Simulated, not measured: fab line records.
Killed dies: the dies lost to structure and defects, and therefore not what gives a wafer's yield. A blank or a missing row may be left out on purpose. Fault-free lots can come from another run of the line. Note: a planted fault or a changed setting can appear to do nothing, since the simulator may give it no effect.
The same fault as seen by 2 desks || flow nand-harc || each desk has only its own numbers; what lay behind them comes last

== FOR THE TOOL OWNER'S DESK: pecvd-onon-01 ==
The tool's own readings at NHARC_A_ONON_D1_DEP_12 (target thk 1000 nm): means of the sampled wafers that have a number, for each lot that ran on this tool. Marked OUT: a lot whose mean sits more than 4 standard deviations from the usual mean, which makes it out of limits; the brackets give that distance.
Columns: A = susceptor-temp-C at NHARC_A_ONON_D1_DEP_12, usual 400.00 C
{"lot": "L971", "first seen here": "day 7 21:05", "A": 399.98}
{"lot": "L976", "first seen here": "day 9 21:34", "A": 399.89}
{"lot": "L988", "first seen here": "day 14 17:07", "A": 400.01}
{"lot": "L989", "first seen here": "day 15 10:28", "A": 399.91}
This desk's finding: nothing out of limits on any of the 4 lots.

== THE METROLOGY DESK ==
What the gauges read for every lot (on any tool): the sampled wafers with a number, averaged. Marked OUT: a lot whose mean sits more than 4 standard deviations from the usual mean, which makes it out of limits; the brackets give that distance.
Columns: A = thk-nm at NHARC_P_BONDPAD_THK_MEAS_20, usual 161.3 nm; B = thk-nm at NHARC_A_ONON_D1_THK_MEAS_05, usual 1000 nm; C = thk-nm at NHARC_A_ONON_D1_THK_MEAS_08, usual 1000 nm; D = thk-nm at NHARC_A_ONON_D1_THK_MEAS_14, usual 1000 nm
{"lot": "L972", "first seen here": "day 6 19:31", "A": 160.0, "B": 1006, "C": 985, "D": 982}
{"lot": "L971", "first seen here": "day 6 20:47", "A": 162.1, "B": 996, "C": 992, "D": 1012}
{"lot": "L973", "first seen here": "day 7 10:00", "A": 161.3, "B": 1009, "C": 983, "D": 998}
{"lot": "L974", "first seen here": "day 7 21:49", "A": 161.9, "B": 1002, "C": 1010, "D": 1006}
{"lot": "L975", "first seen here": "day 8 05:28", "A": 160.0, "B": 996, "C": 998, "D": 1012}
{"lot": "L976", "first seen here": "day 8 18:33", "A": 160.3, "B": 1005, "C": 1008, "D": 1006}
{"lot": "L977", "first seen here": "day 9 04:38", "A": 159.7, "B": 977, "C": 1014, "D": 991}
{"lot": "L978", "first seen here": "day 9 16:06", "A": 159.5, "B": 1009, "C": 1003, "D": 1004}
{"lot": "L979", "first seen here": "day 10 06:52", "A": 161.3, "B": 993, "C": 1006, "D": 996}
{"lot": "L988", "first seen here": "day 13 14:20", "A": 163.1, "B": 1001, "C": 1002, "D": "707 (-27) OUT"}
{"lot": "L989", "first seen here": "day 14 08:47", "A": 161.0, "B": 1008, "C": 1015, "D": "729 (-25) OUT"}
{"lot": "L990", "first seen here": "day 14 12:58", "A": 162.4, "B": 1010, "C": 999, "D": 1011}
{"lot": "L991", "first seen here": "day 15 00:33", "A": 161.1, "B": 979, "C": 1018, "D": 993}
{"lot": "L994", "first seen here": "day 16 01:53", "A": 160.9, "B": 1005, "C": 1000, "D": 1002}
This desk's verdict: out of limits on L988, L989, starting with L988 at day 14 17:34 (thk-nm at NHARC_A_ONON_D1_THK_MEAS_14). L972, L971, L973, L974, L975, L976, L977, L978, L979, L990, L991, L994 stayed within limits.

== PUT TOGETHER ==
The metrology desk could have raised an alarm at day 14 17:34, on L988, L989.
The desk of the tool owner found nothing out of limits.
On record at the tool owner's desk: L988, L989, within its limits.
NHARC_A_ONON_D1_DEP_12 was run on pecvd-onon-01 by each of the lots named.

== WHAT THE SIMULATOR HAD PUT IN ==
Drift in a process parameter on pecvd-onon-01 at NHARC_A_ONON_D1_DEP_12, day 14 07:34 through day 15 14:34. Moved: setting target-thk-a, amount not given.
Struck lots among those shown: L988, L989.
Hours from the fault's start to each desk's first reading out of limits: the metrology desk, 10.
